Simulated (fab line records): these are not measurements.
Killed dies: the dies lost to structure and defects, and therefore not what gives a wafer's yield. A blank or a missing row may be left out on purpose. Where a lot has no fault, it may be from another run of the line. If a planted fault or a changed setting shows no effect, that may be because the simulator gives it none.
Matching of chambers    flow n5 finfet    N5_DUMMY_GATE_STRIP_48 on rie diel-04: 4 sister chambers
The step strips in N2/H2, time 20 s. 30 wafers are shown with their chamber, then 12 later ones without.

## WAFERS PAIRED WITH THEIR CHAMBERS
wafer   chamber  drypump motor current A (A)  showerhead plenum p Torr (Torr)  throttle valve pct (%)
L075.1  0        6.2                          3.38                             12.08
L075.2  1        5.4                          3.31                             12.32
L075.5  1        5.4                          3.31                             12.31
L076.2  0        6.3                          3.38                             12.08
L076.4  2        4.8                          3.52                             12.01
L076.5  1        5.4                          3.31                             12.32
L077.3  3        6.0                          3.25                             12.16
L077.5  3        6.0                          3.25                             12.15
L077.6  0        6.3                          3.38                             12.08
L078.1  0        6.3                          3.38                             12.09
L078.4  3        6.0                          3.25                             12.16
L078.5  3        6.0                          3.25                             12.15
L079.1  0        6.3                          3.38                             12.08
L079.3  2        4.8                          3.52                             12.04
L079.5  2        4.8                          3.52                             12.03
L080.2  1        5.4                          3.31                             12.33
L080.5  2        4.8                          3.51                             12.04
L080.6  3        6.0                          3.25                             12.16
L082.1  0        6.3                          3.38                             12.09
L082.3  3        6.0                          3.25                             12.18
L082.5  3        6.0                          3.25                             12.16
L087.1  3        6.0                          3.24                             12.20
L087.4  1        5.4                          3.30                             12.37
L087.5  1        5.4                          3.30                             12.37
L088.2  1        5.4                          3.30                             12.37
L088.3  3        6.0                          3.24                             12.19
L088.5  1        5.4                          3.30                             12.37
L090.1  2        4.8                          3.50                             12.09
L090.2  1        5.4                          3.30                             12.39
L090.3  3        6.0                          3.24                             12.21

SIGNATURES (means of the wafers above)
reading                   chamber 0  chamber 1  chamber 2  chamber 3  scatter within a chamber
drypump motor current A   6.283      5.400      4.800      6.000      0.0179
showerhead plenum p Torr  3.3800     3.3044     3.5140     3.2470     0.00538
throttle valve pct        12.0833    12.3500    12.0420    12.1720    0.0238
Rule: for a wafer and a chamber, the distance is found by dividing, reading by reading, the gap between the wafer's reading and the chamber's mean by the reading's scatter, squaring, summing and taking the root. If the next closest chamber is less than 2 further off than the closest, the wafer can't be placed; otherwise it belongs to the closest. The scatter is the square root of a quotient: the sum, over the shown wafers, of each reading's squared deviation from its chamber's mean, divided by wafers minus chambers.

## WAFERS MISSING THEIR CHAMBER
wafer   drypump motor current A (A)  showerhead plenum p Torr (Torr)  throttle valve pct (%)
L092.4  4.8                          3.50                             12.11
L092.5  5.4                          3.29                             12.41
L092.6  4.7                          3.50                             12.09
L093.1  6.3                          3.37                             12.15
L093.4  5.4                          3.29                             12.39
L093.6  4.8                          3.50                             12.10
L096.1  6.3                          3.37                             12.16
L096.3  6.0                          3.24                             12.22
L096.4  4.8                          3.50                             12.11
L097.1  5.4                          3.29                             12.41
L097.3  6.3                          3.37                             12.16
L097.6  6.0                          3.23                             12.23

## CHAMBER TAKEN BY EACH
wafer   from the rows above  in truth
L092.4  2                    2
L092.5  1                    1
L092.6  2                    2
L093.1  0                    0
L093.4  1                    1
L093.6  2                    2
L096.1  0                    0
L096.3  3                    3
L096.4  2                    2
L097.1  1                    1
L097.3  0                    0
L097.6  3                    3
Placed correctly: 12 of 12. Number that these rows cannot place: 0. 0 placed wrongly.
